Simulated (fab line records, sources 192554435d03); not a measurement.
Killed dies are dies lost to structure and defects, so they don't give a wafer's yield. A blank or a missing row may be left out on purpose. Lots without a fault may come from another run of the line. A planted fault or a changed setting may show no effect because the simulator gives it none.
A struck lot beside a sound one | flow n5_finfet | 38 steps out of a route of 1938
Sound: wafers L719.1, L719.2, L719.3. Struck: wafer L712.5. (L712.1, L712.2 of the same lot were not struck and are left out.) The cause comes at the end.
At each step with rows: each side's tool, then ch and its chambers, then its first start. Under that, the readings that differ: sound wafers | struck wafers | difference of the means | sigmas: that difference in standard deviations of wafers without a fault.
alike: readings whose means differ by less than 2 such deviations, and words and numbers that are the same on both sides. not compared: withheld readings, readings that some wafer has no value for, bounds like >300 that may hide the same value, and numbers for which the record gives no deviation and whose values overlap.
The two part at a step that has a row with sigmas, a row that says differs or no value, or rows on one side only. Numbers that don't overlap but have no deviation are shown without sigmas and don't part them. A reading that every wafer of one side lacks parts them only if that side has two wafers or more.

first, 12 steps without rows for these wafers: N5_SD_EPI_P_STRIP_38 (strips in N2/H2); N5_SD_EPI_P_ETCHBACK_46 (etches SiNx in CH3F/O2, stops on SiO2, target depth 17.5 nm); N5_SD_EPI_P_ETCH_47 (etches SiOCN in CH3F/O2, target depth 25 nm); N5_SD_EPI_P_ETCH_16 (etches SiO2 in CHF3/O2, target depth 5 nm); N5_SD_EPI_P_STRIP_50 (strips in CHF3/O2); N5_SD_EPI_P_SD_RECESS_17 (chemistry HBr/Cl2/O2, target depth 39.1 nm, bt time 3 s); N5_SD_EPI_P_WET_ETCH_45 (etches SiO2 in dHF, time 10.7 s, target depth 2 nm, rinse time 30 s); N5_SD_EPI_P_STRIP_40 (strips in N2/H2); N5_SD_EPI_P_PRECLEAN_52 (cleans in O3/DIW, time 60 s); N5_SD_EPI_P_SRD_20 (time 30 s); N5_SD_EPI_P_PRECLEAN_51 (cleans in NF3:NH3, afs cycles 1, time 20 s, sublimation time 60 s); N5_SD_EPI_P_VAPOR_ETCH_44 (etches SiGe30 in NF3/Ar, time 3.3 s).
N5_SD_EPI_P_EPI_21: deposits SiGe:B, time 355 s.
  sound on epi_rpcvd-02 ch 0, day 8 13:52; struck on epi_rpcvd-01 ch 0, day 7 05:09
  reading                                     | sound        | struck | difference | sigmas
  epi_growth_time_s (s)                       | 355 355 355  | 293.63 | -61.37     |
  model.SiGe-B_of_SD_EPI_P_EPI_21.thk_nm (nm) | 61.4 60.2 61 | 54.2   | -6.7       |
  alike: chamber_pressure_Torr
N5_SD_EPI_P_EPI_MEAS_23:
  sound on film_metro-02, day 8 16:47; struck on film_metro-01, day 7 05:54
  reading     | sound          | struck | difference | sigmas
  thk_nm (nm) | 60.9 59.6 61.4 | 54.8   | -5.8       | -5
then, 8 steps without rows for these wafers: N5_SD_EPI_P_HM_STRIP_48 (strips SiNx in H3PO4, material SiNx, target depth 3 nm); N5_SD_EPI_P_SRD_49 (time 30 s); N5_SD_EPI_P_PRECLEAN_24 (cleans in O3/DIW, time 45 s); N5_SD_EPI_P_PRECLEAN_32 (cleans in dHF, time 10 s); N5_SD_EPI_P_PRECLEAN_33 (cleans in SC2, time 45 s); N5_SD_EPI_P_SRD_25 (time 30 s); N5_SD_ACTIVATION_RTA_00 (time 0 s); N5_SD_ACTIVATION_LSA_01 (time 0.0008 s).
N5_SD_ACTIVATION_RS_MEAS_03: measures by four-point-probe.
  sound on film_metro-01, day 8 17:24; struck on film_metro-02, day 7 06:31
  reading          | sound          | struck | difference | sigmas
  RS_SD_P (ohm/sq) | 55.1 56.5 55.9 | 62.9   | +7.1       | +9
  alike: RS_SD_N
then, 12 steps without rows for these wafers: N5_ILD0_LINER_00 (material SiNx, target thk 4 nm, pulse time 1 s, purge time 2 s); N5_ILD0_FCVD_FILL_01 (material SiO2 flowable, target thk 200 nm, time 328.3 s); N5_ILD0_CURE_02 (time 1800 s); N5_ILD0_CMP_03 (polishes, stops on SiNx, t overpolish 1.9 s, target thk 197.38 nm); N5_ILD0_CMP_07 (polishes SiO2 flowable, stops on poly-Si, t overpolish 1.18 s, target thk 138.88 nm); N5_ILD0_PRECLEAN_10 (cleans in NF3:NH3, afs cycles 5, time 20 s, sublimation time 60 s); N5_ILD0_ALD_15 (deposits SiNx, target thk 24 nm, pulse time 1 s, ald cycles 480); N5_ILD0_CMP_12 (polishes SiNx, stops on poly-Si, t overpolish 6 s, target thk 17.67 nm); N5_SDB_HM_DEP_00 (deposits SiNx from SiH4/NH3/N2, target thk 40 nm, time 35.3 s); N5_SDB_COAT_03 (time 60 s, resist thk 100 nm); N5_SDB_COAT_04 (time 60 s, resist thk 18 nm); N5_SDB_COAT_05 (resist thk 90 nm).
N5_MOL_CONTACT_COAG_ETCH_110: etches Si in CF4/O2, target depth 2.5 nm, time 8 s.
  sound on rie_diel-05 ch 0,1,3, day 10 00:40; struck on rie_diel-05 ch 0, day 8 11:32
  reading                                     | sound        | struck | difference | sigmas
  model.SiGe-B_of_SD_EPI_P_EPI_21.thk_nm (nm) | 58.4 57.4 58 | 51.6   | -6.3       |
  alike: O2_flow_sccm, drypump_motor_current_A, oes_product_au, rf_vpp_V, showerhead_plenum_p_Torr, throttle_valve_pct
  not compared: rf_hours_counter_h
-- the record jumps here: 3 days lie between the struck wafers' starts before and after (it left off in module MOL_CONTACT_COAG and takes up again in module BEOL_M4, whose first step shown is number 1111 of the route) --
N5_BEOL_M4_RC_MEAS_101:
  sound on prober-02 ch 0, day 13 13:18; struck on prober-02 ch 0, day 11 02:24
  reading          | sound          | struck | difference | sigmas
  RS_SD_P (ohm/sq) | 65.5 66.7 65.4 | 74.3   | +8.4       | +9
  alike: DIBL_N, DIBL_P, IOFF_N, IOFF_P, ION_N, ION_P, SS_N, SS_P, VT_N, VT_P
then, 1 step without rows for these wafers: N5_PASSIVATION_PROBE_49.

WHERE THEY PART
First at N5_SD_EPI_P_EPI_MEAS_23; last, within this record, at N5_BEOL_M4_RC_MEAS_101.

WHY: what the simulator had put in
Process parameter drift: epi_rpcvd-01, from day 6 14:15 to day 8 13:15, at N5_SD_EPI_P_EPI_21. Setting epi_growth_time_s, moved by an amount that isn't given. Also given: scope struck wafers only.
